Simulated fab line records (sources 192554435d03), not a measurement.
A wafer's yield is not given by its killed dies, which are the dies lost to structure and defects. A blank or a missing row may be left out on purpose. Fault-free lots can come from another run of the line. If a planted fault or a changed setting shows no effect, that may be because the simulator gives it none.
Chamber matching :: flow n5Finfet :: N5_BEOL_M8_CURE_74 on uvCure-01: 3 sister chambers
The step cures SiCOH lowk, time 240 s. 3 wafers are shown with their chamber, then 12 later ones without.

EACH WAFER AND ITS CHAMBER
wafer: L083.6
chamber: 2
wafer_temp_C_max: 386.0

wafer: L084.5
chamber: 0
wafer_temp_C_max: 386.2

wafer: L087.3
chamber: 1
wafer_temp_C_max: 387.1

WAFERS WITHOUT THEIR CHAMBER
wafer: L090.2
wafer_temp_C_max: 386.2

wafer: L090.3
wafer_temp_C_max: 386.2

wafer: L090.5
wafer_temp_C_max: 386.2

wafer: L092.2
wafer_temp_C_max: 387.2

wafer: L092.4
wafer_temp_C_max: 386.4

wafer: L092.6
wafer_temp_C_max: 386.5

wafer: L094.1
wafer_temp_C_max: 386.5

wafer: L094.2
wafer_temp_C_max: 386.1

wafer: L094.3
wafer_temp_C_max: 386.8

wafer: L096.2
wafer_temp_C_max: 387.1

wafer: L096.3
wafer_temp_C_max: 386.5

wafer: L096.5
wafer_temp_C_max: 386.1

WHICH CHAMBER EACH WENT THROUGH
wafer: L090.2
from the rows above: can't be placed: 0 or 2
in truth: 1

wafer: L090.3
from the rows above: can't be placed: 0 or 2
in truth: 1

wafer: L090.5
from the rows above: can't be placed: 0 or 2
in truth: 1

wafer: L092.2
from the rows above: 1
in truth: 1

wafer: L092.4
from the rows above: can't be placed: 0 or 2
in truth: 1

wafer: L092.6
from the rows above: can't be placed: 0 or 2 or 1
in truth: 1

wafer: L094.1
from the rows above: can't be placed: 0 or 2 or 1
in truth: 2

wafer: L094.2
from the rows above: can't be placed: 0 or 2
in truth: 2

wafer: L094.3
from the rows above: can't be placed: 1 or 0
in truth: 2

wafer: L096.2
from the rows above: 1
in truth: 1

wafer: L096.3
from the rows above: can't be placed: 0 or 2 or 1
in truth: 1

wafer: L096.5
from the rows above: can't be placed: 0 or 2
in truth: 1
Correctly placed: 2 of 12. Cannot be placed on the basis of these rows: 10; the candidates contain the true chamber in 4. Number placed wrongly: 0.
How it was worked out, from the rows above alone: a wafer's distance from a chamber is the root of the sum, over the readings, of the square of ((its reading less the chamber's mean) divided by the reading's scatter). The wafer belongs to the nearest chamber; if the next one is less than 2 further off, it can't be placed. Each chamber's mean is taken over the wafers shown for it. The scatter (one wafer shown for each chamber): square how far every hidden wafer sits from the nearest shown wafer, average those squares and take the square root.
